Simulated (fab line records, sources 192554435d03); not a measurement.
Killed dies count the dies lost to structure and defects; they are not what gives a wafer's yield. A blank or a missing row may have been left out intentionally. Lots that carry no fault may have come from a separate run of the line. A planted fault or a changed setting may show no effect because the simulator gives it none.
Split-lot experiment    flow n5-finfet    7 lots, 21 wafers read, on a route of 1938 steps

## THE SPLIT
At N5_BEOL_M10_COAT_64 (time 60 s, resist thk 30 nm), the setting spin-rpm was moved away from the recipe's 1500 rpm on 7 of the 21 wafers read, by -10.4% to -5.1%. This setting was run at the recipe's value on the other wafers.

## FROM THE SPLIT TO THE READING: what the file shows between them, 4 steps
- N5_BEOL_M10_COAT_22: resist thk 90 nm
- N5_BEOL_M10_EBR_24
- N5_BEOL_M10_DESCUM_33: chemistry O2, time 7.9 s
- N5_BEOL_M10_ETCH_65: etches SiARC in CF4, target depth 39 nm, time 65 s

## THE READING
SiARC_of_BEOL_M10_COAT_64.thk-nm (the simulator's own value, which no gauge read), in nm, at N5_BEOL_M10_ETCH_66 (etches SOC in N2/H2, target depth 120 nm, overetch 24 nm, time 180 s). The file does not state a usual value for it. The 14 wafers here that ran the recipe average 22.7 nm, standard deviation 0.21 nm.

wafer   tool, chamber at the split  spin-rpm as run, rpm  against the recipe  SiARC_of_BEOL_M10_COAT_64.thk-nm, nm  against lot-mates on the recipe
L076.1  litho-track-02, 0           1500                  recipe              22.8                                  -
L076.2  litho-track-02, 0           1500                  recipe              23                                    -
L076.4  litho-track-02, 0           1500                  recipe              22.6                                  -
L075.1  litho-track-02, 0           1500                  recipe              23                                    -
L075.3  litho-track-02, 0           1500                  recipe              22.6                                  -
L075.5  litho-track-02, 0           1500                  recipe              22.6                                  -
L079.1  litho-track-03, 0           1500                  recipe              23                                    -
L079.2  litho-track-03, 0           1500                  recipe              22.8                                  -
L079.4  litho-track-03, 0           1500                  recipe              22.8                                  -
L084.4  litho-track-02, 0           1500                  recipe              22.6                                  -
L084.5  litho-track-02, 0           1500                  recipe              22.8                                  -
L084.6  litho-track-02, 0           1424                  -5.1%               23.6                                  +0.9
L088.1  litho-track-02, 0           1500                  recipe              22.8                                  -
L088.2  litho-track-02, 0           1377                  -8.2%               23.8                                  +1.3
L088.4  litho-track-02, 0           1500                  recipe              22.2                                  -
L094.1  litho-track-03, 0           1344                  -10.4%              24.6                                  no lot-mate on the recipe
L094.6  litho-track-03, 0           1344                  -10.4%              24.6                                  no lot-mate on the recipe
L094.5  litho-track-03, 0           1344                  -10.4%              24.4                                  no lot-mate on the recipe
L096.1  litho-track-02, 0           1399                  -6.7%               23.6                                  +0.8
L096.4  litho-track-02, 0           1500                  recipe              22.8                                  -
L096.6  litho-track-02, 0           1399                  -6.7%               23.4                                  +0.6

FIT RESULTS
A straight line over all 21 wafers: SiARC_of_BEOL_M10_COAT_64.thk-nm changes by -0.157 nm for each +1% of spin-rpm; r = -0.95; the points scatter about the line by 0.22 nm.
The same after taking each lot's own level away (the mean of its wafers on the recipe; 18 wafers): -0.134 nm for each +1%; r = -0.90; scatter 0.19 nm.
The reading moves by 1.4 nm for the largest change in spin-rpm, on that fit.
From 22.50 to 22.87 nm: that is the span of the lots' own levels, equal to 1.8 times the standard deviation above.
So the lot-to-lot level changes the slope: the two fits differ.
Check: +0.984 nm against its lot-mates is what the line predicts for one of the wafers moved furthest among these (-8.2%) when that wafer is left out of the fit. It came out at +1.3 nm against them.

## OTHER SPLITS APPLIED TO THESE WAFERS
Note: prior to the reading, these wafers also went through further splits. Each is held against what the fit with the lots' levels taken away leaves over:
other split on the same wafers      wafers away from the commonest value  r with SiARC_of_BEOL_M10_COAT_64.thk-nm (lot level and that fit taken away)
N5_BEOL_M6_TRENCH_ETCH_37 time-s    8                                     -0.23
N5_BEOL_M8_PECVD_70 temp-c          7                                     +0.29
N5_BEOL_M8_ETCH_62 source-w         9                                     +0.20
N5_BEOL_M8_STRIP_19 pressure-mtorr  15                                    -0.16
N5_BEOL_M9_COAT_05 spin-rpm         5                                     -0.05
N5_BEOL_M9_ETCH_62 time-s           6                                     +0.18

## THE WHOLE CHAIN: every reading that the file lists as answering this split, in the file's order
step                 what it does                                                          reading                                                                              change (the file's fit)                r (the file's)
N5_BEOL_M10_COAT_64  time 60 s, resist thk 30 nm                                           SiARC_of_BEOL_M10_COAT_64.thk-nm (the simulator's own value, which no gauge read)    -0.163 nm for each +1% of the setting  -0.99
N5_BEOL_M10_ETCH_65  etches SiARC in CF4, target depth 39 nm, time 65 s                    etch.depth-nm (the simulator's own value, which no gauge read)                       -0.151 nm for each +1% of the setting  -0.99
N5_BEOL_M10_ETCH_65  etches SiARC in CF4, target depth 39 nm, time 65 s                    CAR-ArF_of_BEOL_M10_COAT_22.thk-nm (the simulator's own value, which no gauge read)  +0.138 nm for each +1% of the setting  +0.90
N5_BEOL_M10_ETCH_66  etches SOC in N2/H2, target depth 120 nm, overetch 24 nm, time 180 s  SiARC_of_BEOL_M10_COAT_64.thk-nm (the simulator's own value, which no gauge read)    -0.144 nm for each +1% of the setting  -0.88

## THE FILE'S OWN FIT
SiARC_of_BEOL_M10_COAT_64.thk-nm changes by -0.144 nm for each +1% of spin-rpm, r = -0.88.
